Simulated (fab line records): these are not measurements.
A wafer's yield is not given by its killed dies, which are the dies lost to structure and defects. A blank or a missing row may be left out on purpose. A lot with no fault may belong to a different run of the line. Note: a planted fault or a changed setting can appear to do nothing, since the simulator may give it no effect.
Which tool is to blame? || flow n5Finfet || Sampling: 24 lots, 72 wafers, 3 of 1938 route steps

WHAT EACH GAUGE READ, for each wafer
N5_ZERO_LAYER_INSPECT_20: inspects for defects (darkfield). Usual: rawDefectCount reads 39 (standard deviation 20).
{"lot": "L074", "measured": "day 1 13:18", "on": "defectInspect-02", "rawDefectCount": "18 24 17", "flag": ""}
{"lot": "L075", "measured": "day 1 19:23", "on": "defectInspect-02", "rawDefectCount": "40 41 21", "flag": ""}
{"lot": "L076", "measured": "day 2 01:17", "on": "defectInspect-01", "rawDefectCount": "44 22 32", "flag": ""}
{"lot": "L077", "measured": "day 2 07:24", "on": "defectInspect-02", "rawDefectCount": "36 20 24", "flag": ""}
{"lot": "L078", "measured": "day 2 13:17", "on": "defectInspect-02", "rawDefectCount": "19 37 20", "flag": ""}
{"lot": "L079", "measured": "day 2 19:24", "on": "defectInspect-02", "rawDefectCount": "26 23 59", "flag": ""}
{"lot": "L080", "measured": "day 3 01:23", "on": "defectInspect-02", "rawDefectCount": "51 29 37", "flag": ""}
{"lot": "L081", "measured": "day 3 07:17", "on": "defectInspect-01", "rawDefectCount": "38 60 64", "flag": ""}
{"lot": "L082", "measured": "day 3 13:23", "on": "defectInspect-02", "rawDefectCount": "27 52 38", "flag": ""}
{"lot": "L083", "measured": "day 3 19:48", "on": "defectInspect-02", "rawDefectCount": "97 34 57", "flag": ""}
{"lot": "L084", "measured": "day 4 01:16", "on": "defectInspect-01", "rawDefectCount": "63 85 40", "flag": ""}
{"lot": "L085", "measured": "day 4 07:15", "on": "defectInspect-02", "rawDefectCount": "41 48 49", "flag": ""}
{"lot": "L086", "measured": "day 4 13:23", "on": "defectInspect-02", "rawDefectCount": "25 25 20", "flag": ""}
{"lot": "L087", "measured": "day 4 20:38", "on": "defectInspect-01", "rawDefectCount": "45 29 29", "flag": ""}
{"lot": "L088", "measured": "day 5 01:15", "on": "defectInspect-01", "rawDefectCount": "25 25 23", "flag": ""}
{"lot": "L089", "measured": "day 5 07:16", "on": "defectInspect-02", "rawDefectCount": "46 48 30", "flag": ""}
{"lot": "L090", "measured": "day 5 13:44", "on": "defectInspect-01", "rawDefectCount": "23 49 15", "flag": ""}
{"lot": "L091", "measured": "day 5 19:17", "on": "defectInspect-02", "rawDefectCount": "65 45 44", "flag": ""}
{"lot": "L092", "measured": "day 6 01:37", "on": "defectInspect-01", "rawDefectCount": "48 43 51", "flag": ""}
{"lot": "L093", "measured": "day 6 07:55", "on": "defectInspect-02", "rawDefectCount": "39 44 61", "flag": ""}
{"lot": "L094", "measured": "day 6 13:23", "on": "defectInspect-01", "rawDefectCount": "15 29 12", "flag": ""}
{"lot": "L095", "measured": "day 6 19:24", "on": "defectInspect-02", "rawDefectCount": "39 53 18", "flag": ""}
{"lot": "L096", "measured": "day 7 01:50", "on": "defectInspect-02", "rawDefectCount": "33 34 31", "flag": ""}
{"lot": "L097", "measured": "day 7 07:37", "on": "defectInspect-01", "rawDefectCount": "64 63 104", "flag": ""}

N5_PMOS_HMC_CHANNEL_EPI_OVL_MEAS_10. Usual: for PMOS_HMC_BLK_OVL the level is -0.1 nm and the standard deviation is 0.71.
{"lot": "L074", "measured": "day 1 17:22", "on": "overlay-01", "PMOS_HMC_BLK_OVL (nm)": "1.1 0.5 -0.5", "flag": ""}
{"lot": "L075", "measured": "day 1 23:08", "on": "overlay-02", "PMOS_HMC_BLK_OVL (nm)": "-0.4 0.3 -1.7", "flag": ""}
{"lot": "L076", "measured": "day 2 05:26", "on": "overlay-01", "PMOS_HMC_BLK_OVL (nm)": "0.9 0.5 0.0", "flag": ""}
{"lot": "L077", "measured": "day 2 11:20", "on": "overlay-01", "PMOS_HMC_BLK_OVL (nm)": "-0.4 -1.0 1.4", "flag": ""}
{"lot": "L078", "measured": "day 2 17:17", "on": "overlay-02", "PMOS_HMC_BLK_OVL (nm)": "-0.2 -1.8 -0.4", "flag": ""}
{"lot": "L079", "measured": "day 2 23:25", "on": "overlay-01", "PMOS_HMC_BLK_OVL (nm)": "-0.9 -0.6 0.5", "flag": ""}
{"lot": "L080", "measured": "day 3 05:22", "on": "overlay-02", "PMOS_HMC_BLK_OVL (nm)": "0.9 1.3 -0.7", "flag": ""}
{"lot": "L081", "measured": "day 3 11:14", "on": "overlay-02", "PMOS_HMC_BLK_OVL (nm)": "-0.3 0.6 0.2", "flag": ""}
{"lot": "L082", "measured": "day 3 17:42", "on": "overlay-01", "PMOS_HMC_BLK_OVL (nm)": "0.7 -0.8 0.1", "flag": ""}
{"lot": "L083", "measured": "day 3 23:43", "on": "overlay-01", "PMOS_HMC_BLK_OVL (nm)": "0.4 1.5 0.1", "flag": ""}
{"lot": "L084", "measured": "day 4 05:27", "on": "overlay-01", "PMOS_HMC_BLK_OVL (nm)": "-0.1 -1.5 -0.6", "flag": ""}
{"lot": "L085", "measured": "day 4 11:29", "on": "overlay-02", "PMOS_HMC_BLK_OVL (nm)": "-0.1 -0.2 -0.9", "flag": ""}
{"lot": "L086", "measured": "day 4 18:15", "on": "overlay-01", "PMOS_HMC_BLK_OVL (nm)": "-0.4 -0.1 -0.1", "flag": ""}
{"lot": "L087", "measured": "day 5 01:10", "on": "overlay-02", "PMOS_HMC_BLK_OVL (nm)": "0.6 0.1 0.1", "flag": ""}
{"lot": "L088", "measured": "day 5 05:02", "on": "overlay-01", "PMOS_HMC_BLK_OVL (nm)": "-1.1 -0.4 0.0", "flag": ""}
{"lot": "L089", "measured": "day 5 11:21", "on": "overlay-01", "PMOS_HMC_BLK_OVL (nm)": "-1.1 -0.6 -0.2", "flag": ""}
{"lot": "L090", "measured": "day 5 18:02", "on": "overlay-02", "PMOS_HMC_BLK_OVL (nm)": "0.0 0.7 -0.4", "flag": ""}
{"lot": "L091", "measured": "day 6 00:02", "on": "overlay-01", "PMOS_HMC_BLK_OVL (nm)": "0.0 -0.1 0.6", "flag": ""}
{"lot": "L092", "measured": "day 6 05:41", "on": "overlay-02", "PMOS_HMC_BLK_OVL (nm)": "0.0 -1.0 -0.1", "flag": ""}
{"lot": "L093", "measured": "day 6 11:28", "on": "overlay-01", "PMOS_HMC_BLK_OVL (nm)": "-0.8 -1.1 0.2", "flag": ""}
{"lot": "L094", "measured": "day 6 17:22", "on": "overlay-01", "PMOS_HMC_BLK_OVL (nm)": "0.6 1.7 0.7", "flag": ""}
{"lot": "L095", "measured": "day 6 23:26", "on": "overlay-01", "PMOS_HMC_BLK_OVL (nm)": "0.6 -0.1 -0.2", "flag": ""}
{"lot": "L096", "measured": "day 7 05:44", "on": "overlay-02", "PMOS_HMC_BLK_OVL (nm)": "0.7 0.0 1.2", "flag": ""}
{"lot": "L097", "measured": "day 7 11:30", "on": "overlay-02", "PMOS_HMC_BLK_OVL (nm)": "-0.1 -0.5 1.0", "flag": ""}

TOOL THAT RAN EACH LOT (tool first, then ch and the chambers of the sampled wafers, then the start)
{"lot": "L074", "N5_WELL_APT_EPI_41": "epiRpcvd-01 ch 0, day 1 16:11"}
{"lot": "L075", "N5_WELL_APT_EPI_41": "epiRpcvd-03 ch 0, day 1 22:08"}
{"lot": "L076", "N5_WELL_APT_EPI_41": "epiRpcvd-01 ch 0, day 2 04:07"}
{"lot": "L077", "N5_WELL_APT_EPI_41": "epiRpcvd-03 ch 0, day 2 10:18"}
{"lot": "L078", "N5_WELL_APT_EPI_41": "epiRpcvd-03 ch 0, day 2 16:11"}
{"lot": "L079", "N5_WELL_APT_EPI_41": "epiRpcvd-01 ch 0, day 2 22:20"}
{"lot": "L080", "N5_WELL_APT_EPI_41": "epiRpcvd-01 ch 0, day 3 04:11"}
{"lot": "L081", "N5_WELL_APT_EPI_41": "epiRpcvd-03 ch 0, day 3 10:28"}
{"lot": "L082", "N5_WELL_APT_EPI_41": "epiRpcvd-01 ch 0, day 3 16:31"}
{"lot": "L083", "N5_WELL_APT_EPI_41": "epiRpcvd-03 ch 0, day 3 22:36"}
{"lot": "L084", "N5_WELL_APT_EPI_41": "epiRpcvd-03 ch 0, day 4 04:20"}
{"lot": "L085", "N5_WELL_APT_EPI_41": "epiRpcvd-01 ch 0, day 4 09:55"}
{"lot": "L086", "N5_WELL_APT_EPI_41": "epiRpcvd-04 ch 0, day 4 17:11"}
{"lot": "L087", "N5_WELL_APT_EPI_41": "epiRpcvd-04 ch 0, day 4 23:50"}
{"lot": "L088", "N5_WELL_APT_EPI_41": "epiRpcvd-01 ch 0, day 5 04:08"}
{"lot": "L089", "N5_WELL_APT_EPI_41": "epiRpcvd-01 ch 0, day 5 10:14"}
{"lot": "L090", "N5_WELL_APT_EPI_41": "epiRpcvd-03 ch 0, day 5 16:43"}
{"lot": "L091", "N5_WELL_APT_EPI_41": "epiRpcvd-01 ch 0, day 5 23:09"}
{"lot": "L092", "N5_WELL_APT_EPI_41": "epiRpcvd-03 ch 0, day 6 04:46"}
{"lot": "L093", "N5_WELL_APT_EPI_41": "epiRpcvd-01 ch 0, day 6 10:29"}
{"lot": "L094", "N5_WELL_APT_EPI_41": "epiRpcvd-03 ch 0, day 6 16:23"}
{"lot": "L095", "N5_WELL_APT_EPI_41": "epiRpcvd-01 ch 0, day 6 22:23"}
{"lot": "L096", "N5_WELL_APT_EPI_41": "epiRpcvd-03 ch 0, day 7 05:02"}
{"lot": "L097", "N5_WELL_APT_EPI_41": "epiRpcvd-01 ch 0, day 7 10:23"}
- N5_WELL_APT_EPI_41: deposits Si from SiH4/H2, target thk 50 nm, time 297.7 s.

AS READ BY THE TOOLS THEMSELVES (means over the sampled wafers that have a number; for cases with no such wafer, the mark the record gives instead)
N5_WELL_APT_EPI_41. Usual: throttleValvePct reads 11.21 % (standard deviation 0.21).
{"lot": "L074", "tool": "epiRpcvd-01", "throttleValvePct (%)": 11.30, "flag": ""}
{"lot": "L075", "tool": "epiRpcvd-03", "throttleValvePct (%)": 11.42, "flag": ""}
{"lot": "L076", "tool": "epiRpcvd-01", "throttleValvePct (%)": 11.13, "flag": ""}
{"lot": "L077", "tool": "epiRpcvd-03", "throttleValvePct (%)": 11.45, "flag": ""}
{"lot": "L078", "tool": "epiRpcvd-03", "throttleValvePct (%)": 11.37, "flag": ""}
{"lot": "L079", "tool": "epiRpcvd-01", "throttleValvePct (%)": 11.09, "flag": ""}
{"lot": "L080", "tool": "epiRpcvd-01", "throttleValvePct (%)": 11.17, "flag": ""}
{"lot": "L081", "tool": "epiRpcvd-03", "throttleValvePct (%)": 11.36, "flag": ""}
{"lot": "L082", "tool": "epiRpcvd-01", "throttleValvePct (%)": 11.05, "flag": ""}
{"lot": "L083", "tool": "epiRpcvd-03", "throttleValvePct (%)": 11.26, "flag": ""}
{"lot": "L084", "tool": "epiRpcvd-03", "throttleValvePct (%)": 11.35, "flag": ""}
{"lot": "L085", "tool": "epiRpcvd-01", "throttleValvePct (%)": 10.98, "flag": ""}
{"lot": "L086", "tool": "epiRpcvd-04", "throttleValvePct (%)": 10.90, "flag": ""}
{"lot": "L087", "tool": "epiRpcvd-04", "throttleValvePct (%)": 11.03, "flag": ""}
{"lot": "L088", "tool": "epiRpcvd-01", "throttleValvePct (%)": 11.06, "flag": ""}
{"lot": "L089", "tool": "epiRpcvd-01", "throttleValvePct (%)": 11.22, "flag": ""}
{"lot": "L090", "tool": "epiRpcvd-03", "throttleValvePct (%)": 11.40, "flag": ""}
{"lot": "L091", "tool": "epiRpcvd-01", "throttleValvePct (%)": 11.23, "flag": ""}
{"lot": "L092", "tool": "epiRpcvd-03", "throttleValvePct (%)": 11.38, "flag": ""}
{"lot": "L093", "tool": "epiRpcvd-01", "throttleValvePct (%)": 11.00, "flag": ""}
{"lot": "L094", "tool": "epiRpcvd-03", "throttleValvePct (%)": 11.43, "flag": ""}
{"lot": "L095", "tool": "epiRpcvd-01", "throttleValvePct (%)": 11.17, "flag": ""}
{"lot": "L096", "tool": "epiRpcvd-03", "throttleValvePct (%)": 11.28, "flag": ""}
{"lot": "L097", "tool": "epiRpcvd-01", "throttleValvePct (%)": 11.08, "flag": ""}

THE ANSWER, worked out from the rows above alone
Rule: a lot counts as off when the mean over its wafers that have a number is more than 3 standard deviations away from the usual mean. Also off: a lot with no number at a reading for which 4 or more lots have one. Any other lot the step has rows for is counted as sound. First the gauges in route order, then the tools' own readings, where a lot's mean is used as printed above. The first step at which some lot is off is used, and at that step the reading that is off furthest; a lot without a number counts as furthest.
Across all readings shown, no lot is off: no conclusion can be drawn from this.

WHAT WAS PUT IN BY THE SIMULATOR
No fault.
